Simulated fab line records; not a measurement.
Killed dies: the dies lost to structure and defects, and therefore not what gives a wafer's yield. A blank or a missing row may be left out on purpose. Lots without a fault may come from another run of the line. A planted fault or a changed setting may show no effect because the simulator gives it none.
fab line records    flow nand-harc
record: lots: 14  wafers: 42  last-day: 33
route steps=1302 shown P_M2@349 THIN_TSV@1263 END@1302
lots that met no fault: from a run of the same line without faults
start-h: the number of hours between the record's first day and the start of the first shown wafer of the lot    wait-h: hours elapsed since this lot's preceding step    " same as the row above    L1.1+2: several wafers, shown together as one row    - no value, or no start given    * or withheld: withheld    < > ~ a bound
route shown NAME@n: names a module that has steps shown in the file, with the first one's number in the route    usual: mean/standard deviation of fault-free wafers    same: alike in all rows    chamber/n: place in a boat    sites: readings site by site    _std_site: the values' standard deviation    _edge_site: mean of outer sites minus mean of inner sites    radius-mm: how far each site lies from the wafer's centre    mask NAME#n: copy n    behind: the last tool/chamber to shape the wafer    hold: the reason the lot was held/the length of the hold in hours/how it ended    device: the n, p or np transistor that did not switch    end of line: the route-end tests of the same wafers    for a step that has no rows: nothing shown but its recipe    killed: not the wafer's yield, but the dies lost to structure and defects at the first sort    map: a wafer's dies, marking killed ones x, the rest . and places with no die _
set.NAME: the setting that was run; set.NAME@STEP: the one run at that earlier step    model.NAME: the simulator's own value behind a step, which no gauge read
a sample of lots followed through the steps of the route, with each step as a table and each wafer as a row
services: when a tool's chamber went out of use (start-h, in hours from the record's first day, below 0 if earlier), for how many hours, and the reason
== steps ==
step: NHARC_P_M2_PRE_CLEAN_32
recipe: time-s: 12  temp-c: 370  rf-power-w: 300  gas: NH3
usual: heater-power-w: 676/72
lot.wafer  tool      chamber  start-h  wait-h  heater-power-w
L220.3     pecvd-04  2        158.44   0.1     699
L220.1     "         0        "        "       749
L220.5     "         2        "        "       711
L221.2     pecvd-02  2        172.23   0.1     590
L221.1     "         0        "        "       700
L221.5     "         2        "        "       602
L223.1     pecvd-04  1        190.79   0.1     616
L223.3     "         2        "        "       674
L223.5     "         1        "        "       600
L222.2     pecvd-02  2        191.68   0.1     614
L222.1     "         0        "        "       675
L222.5     "         1        "        "       799
L225.2     pecvd-04  1        228.39   0.1     623
L225.6     "         0        "        "       768
L225.4     "         1        "        "       629
L228.1     pecvd-02  0        247.79   0.1     659
L228.2     "         1        "        "       872
L228.6     "         0        "        "       650
L229.1     pecvd-02  0        251.10   0.1     664
L229.2     "         1        "        "       758
L229.5     "         1        "        "       789
L233.2     pecvd-03  0        299.07   0.1     712
L233.3     "         1        "        "       705
L233.5     "         1        "        "       719
L234.1     pecvd-04  0        302.63   0.1     763
L234.6     "         2        "        "       638
L234.5     "         0        "        "       745
L235.1     pecvd-03  2        308.34   0.1     608
L235.5     "         2        "        "       629
L235.6     "         0        "        "       697
L236.3     pecvd-02  0        321.70   0.1     646
L236.1     "         1        "        "       783
L236.2     "         2        "        "       620
L237.2     pecvd-02  2        329.23   0.1     615
L237.5     "         1        "        "       730
L237.4     "         2        "        "       610
L238.3     pecvd-02  0        340.43   0.1     631
L238.4     "         2        "        "       576
L238.6     "         0        "        "       630
L240.2     pecvd-03  1        364.82   0.1     648
L240.1     "         2        "        "       593
L240.6     "         2        "        "       602
step: NHARC_THIN_TSV_ETCH_15
recipe: target-depth-a: 30000  bosch-target-overetch-cycles: 2  bosch-etch-step-s: 2.8  bosch-dep-step-s: 1.2  bosch-cycles: 14
usual: drypump-motor-current-A: 5.6/0.49
same: bosch-cycles: 14
lot.wafer  tool       chamber  start-h  wait-h  drypump-motor-current-A  rf-hours-counter-h
L220.1     rie-si-03  0        570.10   -       6.3                      1.3
L220.3     "          2        "        "       5.5                      0.9
L220.5     "          1        "        "       6.3                      -
L221.1     rie-si-06  2        580.37   -       5.3                      1.0
L221.2     "          3        "        "       5.2                      0.9
L221.5     "          1        "        "       6.4                      -
L222.1     rie-si-03  3        599.23   -       5.5                      0.0
L222.2     "          2        "        "       5.5                      0.0
L222.5     "          3        "        "       5.6                      -
L223.1     rie-si-06  3        600.44   -       5.2                      1.0
L223.3     "          1        "        "       6.4                      1.0
L223.5     "          0        "        "       5.9                      -
L225.4     rie-si-02  0        643.94   -       5.1                      0.1
L225.2     "          1        "        "       6.1                      0.1
L225.6     "          3        "        "       4.9                      -
L228.1     rie-si-06  3        665.54   -       5.2                      0.2
L228.2     "          0        "        "       5.9                      0.3
L228.6     "          3        "        "       5.2                      -
L229.2     rie-si-06  3        670.87   -       5.2                      0.3
L229.1     "          0        "        "       6.0                      0.4
L229.5     "          3        "        "       5.2                      -
L234.1     rie-si-02  1        710.84   -       6.1                      0.5
L234.5     "          1        "        "       6.1                      -
L234.6     "          2        "        "       5.5                      -
L233.3     rie-si-02  3        719.34   -       4.9                      0.5
L233.2     "          0        "        "       5.1                      0.6
L233.5     "          2        "        "       5.5                      -
L235.1     rie-si-03  3        725.30   -       5.6                      0.7
L235.5     "          3        "        "       5.6                      -
L235.6     "          0        "        "       6.3                      -
L236.2     rie-si-06  1        739.07   -       6.4                      0.6
L236.3     "          2        "        "       5.3                      0.6
L236.1     "          0        "        "       5.9                      0.8
L237.2     rie-si-02  0        748.27   -       5.1                      0.7
L237.4     "          1        "        "       6.1                      0.7
L237.5     "          1        "        "       6.1                      -
L238.3     rie-si-06  2        764.86   -       5.3                      0.8
L238.4     "          1        "        "       6.4                      -
L238.6     "          2        "        "       5.2                      -
L240.1     rie-si-02  0        774.35   -       5.1                      0.8
L240.2     "          2        "        "       5.5                      0.8
L240.6     "          3        "        "       4.9                      -
step: NHARC_THIN_TSV_STRIP_45
recipe: power-w: 1500  temp-c: 250  chemistry: O2
usual: drypump-motor-current-A: 6.0/0.4  heater-power-w: 336/23
lot.wafer  tool             chamber  start-h  wait-h  drypump-motor-current-A  heater-power-w  rf-hours-counter-h
L220.1     plasma-asher-01  1        570.32   0.1     5.7                      360             8
L220.3     "                0        "        "       5.7                      310             -
L220.5     "                0        "        "       5.7                      312             -
L221.2     plasma-asher-02  1        580.56   0.1     5.9                      318             32
L221.1     "                0        "        "       6.6                      362             32
L221.5     "                1        "        "       5.9                      310             -
L222.2     plasma-asher-02  1        599.44   0.1     5.9                      311             37
L222.1     "                0        "        "       6.6                      364             37
L222.5     "                1        "        "       5.9                      305             -
L223.1     plasma-asher-01  1        600.66   0.1     5.7                      362             15
L223.3     "                1        "        "       5.6                      349             -
L223.5     "                0        "        "       5.7                      313             -
L225.2     plasma-asher-02  1        644.19   0.1     6.0                      315             6
L225.4     "                1        "        "       6.0                      312             -
L225.6     "                0        "        "       6.6                      364             -
L228.2     plasma-asher-02  0        665.76   0.1     6.6                      361             10
L228.1     "                1        "        "       5.9                      316             10
L228.6     "                0        "        "       6.6                      357             -
L229.1     plasma-asher-02  0        671.08   0.1     6.6                      362             12
L229.2     "                1        "        "       6.0                      314             12
L229.5     "                1        "        "       6.0                      312             -
L234.1     plasma-asher-02  0        711.11   0.1     6.6                      366             21
L234.6     "                1        "        "       5.9                      313             -
L234.5     "                0        "        "       6.6                      353             -
L233.2     plasma-asher-02  0        719.54   0.1     6.6                      341             23
L233.3     "                0        "        "       6.6                      358             -
L233.5     "                1        "        "       5.9                      312             -
L235.1     plasma-asher-02  1        725.52   0.1     5.9                      307             24
L235.5     "                1        "        "       5.9                      320             -
L235.6     "                0        "        "       6.6                      362             -
L236.1     plasma-asher-01  0        739.28   0.1     5.7                      307             7
L236.2     "                1        "        "       5.6                      365             7
L236.3     "                1        "        "       5.6                      371             -
L237.2     plasma-asher-02  1        748.48   0.1     6.0                      319             28
L237.4     "                0        "        "       6.6                      353             -
L237.5     "                0        "        "       6.6                      361             -
L238.3     plasma-asher-01  0        765.18   0.2     5.7                      302             -
L238.4     "                1        "        "       5.7                      362             -
L238.6     "                1        "        "       5.7                      372             -
L240.2     plasma-asher-02  0        774.55   0.1     6.6                      360             32
L240.1     "                1        "        "       5.9                      306             32
L240.6     "                1        "        "       5.9                      307             -
step: NHARC_THIN_TSV_STRIP_56
recipe: power-w: 1500  temp-c: 250  chemistry: O2
usual: drypump-motor-current-A: 6.0/0.39  heater-power-w: 335/26
lot.wafer  tool             chamber  start-h  wait-h  drypump-motor-current-A  heater-power-w  rf-hours-counter-h
L220.1     plasma-asher-02  0        576.26   0.1     6.6                      359             30
L220.3     "                1        "        "       5.9                      317             -
L220.5     "                0        "        "       6.6                      367             -
L221.1     plasma-asher-02  0        586.16   0.1     6.6                      354             34
L221.2     "                1        "        "       6.0                      313             34
L221.5     "                1        "        "       6.0                      309             -
L222.2     plasma-asher-01  0        605.06   0.1     5.7                      309             16
L222.1     "                1        "        "       5.7                      355             16
L222.5     "                1        "        "       5.7                      350             -
L223.1     plasma-asher-01  0        606.21   0.1     5.7                      313             17
L223.3     "                1        "        "       5.6                      357             -
L223.5     "                0        "        "       5.7                      315             -
L225.2     plasma-asher-01  0        649.86   0.3     5.7                      311             25
L225.4     "                0        "        "       5.7                      304             -
L225.6     "                1        "        "       5.7                      349             -
L228.1     plasma-asher-02  0        671.38   0.1     6.6                      360             12
L228.2     "                1        "        "       6.0                      310             12
L228.6     "                1        "        "       5.9                      313             -
L229.2     plasma-asher-01  0        676.55   0.1     5.7                      317             31
L229.1     "                1        "        "       5.7                      350             31
L229.5     "                1        "        "       5.7                      353             -
L234.1     plasma-asher-02  0        716.77   0.1     6.6                      350             23
L234.6     "                1        "        "       5.9                      316             -
L234.5     "                0        "        "       6.6                      346             -
L233.2     plasma-asher-01  0        725.20   0.1     5.7                      295             4
L233.3     "                0        "        "       5.7                      290             -
L233.5     "                0        "        "       5.7                      300             -
L235.1     plasma-asher-01  0        730.95   0.1     5.7                      290             6
L235.6     "                1        "        "       5.7                      370             -
L235.5     "                0        "        "       5.7                      300             -
L236.1     plasma-asher-02  0        744.90   0.1     6.6                      362             28
L236.2     "                1        "        "       5.9                      317             28
L236.3     "                1        "        "       5.9                      317             -
L237.2     plasma-asher-01  1        754.07   0.1     5.7                      375             11
L237.4     "                1        "        "       5.7                      367             -
L237.5     "                1        "        "       5.6                      374             -
L238.4     plasma-asher-02  1        770.60   0.2     5.9                      318             -
L238.3     "                0        "        "       6.6                      366             -
L238.6     "                1        "        "       5.9                      313             -
L240.2     plasma-asher-01  0        780.49   0.1     5.7                      306             15
L240.1     "                1        "        "       5.7                      373             15
L240.6     "                1        "        "       5.7                      372             -
step: NHARC_END_SORT_01
recipe: temp-c: 25
usual: killed-at-array: 59/16  killed-at-other: 0.8/1.1  killed-at-periphery: 3.6/2.4  killed-dies: 64/16  killed-open: 3.4/1.8  killed-short: 2.5/1.6
same: gross-dies: 677
lot.wafer  tool       chamber  start-h  wait-h  killed-at-array  killed-at-other  killed-at-periphery  killed-dies  killed-open  killed-short
L228.1     prober-01  0        682.31   2.5     82               1                67                   150          2            3
L228.2     prober-01  0        683.11   2.8     67               0                31                   98           3            2
L228.6     prober-01  0        686.30   4.0     74               0                63                   137          4            3
L229.1     prober-01  0        690.11   2.5     19               0                74                   93           0            1
L229.2     prober-01  0        690.91   2.8     37               1                30                   68           4            1
L229.5     prober-01  0        693.31   3.7     39               0                29                   68           2            5
killed by level:class
L228.1 P_M2:unspecified=66 A_CHANNEL_HOLE_D1:chamber-film-flake=38 A_SLIT:chamber-film-flake=29 A_CONTACT:chamber-film-flake=5 A_WL_FILL:chamber-film-flake=3 P_M0:geometric-particle:open=1 A_CHANNEL_HOLE_D1:geometric-particle:short=1 A_CHANNEL_FILL_D1:geometric-particle:open=1
L228.2 A_SLIT:chamber-film-flake=30 P_M2:unspecified=29 A_CHANNEL_HOLE_D1:chamber-film-flake=25 A_CONTACT:chamber-film-flake=4 A_STAIRCASE:chamber-film-flake=2 P_M0:geometric-particle:open=1 A_CHANNEL_FILL_D1:geometric-particle:open=1 A_DECK1_JOINT:geometric-particle:short=1
L228.6 P_M2:unspecified=60 A_CHANNEL_HOLE_D1:chamber-film-flake=35 A_SLIT:chamber-film-flake=23 A_CONTACT:chamber-film-flake=7 P_GATE:geometric-particle:open=2 A_CHANNEL_FILL_D2:chamber-film-flake=2 A_ONON_D1:geometric-particle:short=1 A_CHANNEL_FILL_D2:geometric-particle:open=1
L229.1 P_M2:unspecified=72 A_CHANNEL_HOLE_D2:chamber-film-flake=11 A_CONTACT:chamber-film-flake=3 P_M1:chamber-film-flake=2 A_CHANNEL_HOLE_D1:chamber-film-flake=2 A_SLIT:chamber-film-flake=2 A_WL_FILL:geometric-particle:short=1
L229.2 P_M2:unspecified=28 A_CHANNEL_HOLE_D2:chamber-film-flake=13 A_CHANNEL_HOLE_D1:chamber-film-flake=12 A_CHANNEL_FILL_D2:geometric-particle:open=3 P_M1:chamber-film-flake=2 A_SLIT:chamber-film-flake=2 A_ONON_D2:geometric-particle:short=1 A_CHANNEL_HOLE_D2:geometric-particle:open=1
L229.5 P_M2:unspecified=24 A_CHANNEL_HOLE_D2:chamber-film-flake=18 A_CHANNEL_HOLE_D1:chamber-film-flake=7 A_STAIRCASE:chamber-film-flake=3 P_STI:chamber-film-flake=2 P_M1:chamber-film-flake=2 A_CONTACT:chamber-film-flake=2 A_SOURCE_PLATE:geometric-particle:short=1
== services ==
tool             chamber  start-h  hours  kind
plasma-asher-01  -        165.00   9.0    pm
rie-si-06        2        194.22   3.2    repair
plasma-asher-01  -        224.70   11.9   repair
pecvd-02         -        227.24   13.0   pm
rie-si-06        -        235.23   0.9    repair
rie-si-06        -        249.00   9.0    pm
plasma-asher-02  -        249.28   9.0    pm
rie-si-06        2        287.92   3.4    repair
plasma-asher-01  -        342.00   9.0    pm
rie-si-06        3        351.59   2.5    repair
pecvd-02         -        408.24   13.0   pm
rie-si-06        -        426.01   9.0    pm
plasma-asher-02  -        426.28   9.0    pm
rie-si-06        0        506.46   15.6   repair
plasma-asher-01  -        519.00   9.0    pm
pecvd-02         -        589.24   13.0   pm
plasma-asher-02  -        603.32   9.0    pm
plasma-asher-02  -        676.38   1.5    repair
pecvd-02         2        677.53   22.7   repair
plasma-asher-01  -        696.00   9.0    pm
plasma-asher-02  -        735.12   3.4    repair
pecvd-02         2        760.74   14.6   repair
pecvd-02         -        770.24   13.0   pm
plasma-asher-02  -        780.32   9.0    pm
== key ==
first-sign: step: NHARC_END_SORT_01  reading: killed-at-periphery  direction: up  sigmas: 19  usual: 3.6  struck: 49
effect: step: NHARC_END_SORT_01  reading: killed-dies  direction: up  sigmas: 2.5  usual: 64  struck: 102  wafers-moved: 3
more-kills-born-at: NHARC_P_M2_PRE_CLEAN_32@pecvd-02: 279
met-at NHARC_P_M2_PRE_CLEAN_32
struck-lots L228,L229
tester-left-out L229
not-acting-at NHARC_THIN_TSV_ETCH_15,NHARC_THIN_TSV_STRIP_45,NHARC_THIN_TSV_STRIP_56
onset-between 191.68 247.79
earlier-fault: kind: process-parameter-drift  tool: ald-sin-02  chamber: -  onset-h: 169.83  steps: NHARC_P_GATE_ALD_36  channel: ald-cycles  offset: 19  shape: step  end-h: 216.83  stated: 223
earlier-fault: kind: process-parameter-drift  tool: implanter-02  chamber: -  onset-h: 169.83  steps: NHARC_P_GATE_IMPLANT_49  channel: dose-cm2  offset: 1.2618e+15  shape: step  end-h: 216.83  acts-in: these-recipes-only  stated: 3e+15
fault: kind: chamber-particle-source  tool: pecvd-02  chamber: -  onset-h: 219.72  steps: NHARC_P_M2_PRE_CLEAN_32  rate-per-visit-cm2: 0.51439  end-h: 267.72
tester-left-out: of these lots the tester's yield and bins aren't shown, on N5 and GAA mostly nor the transistor test; their killed dies are dies lost to structure and defects alone, not to doping, threshold or leakage, so they don't give the yield
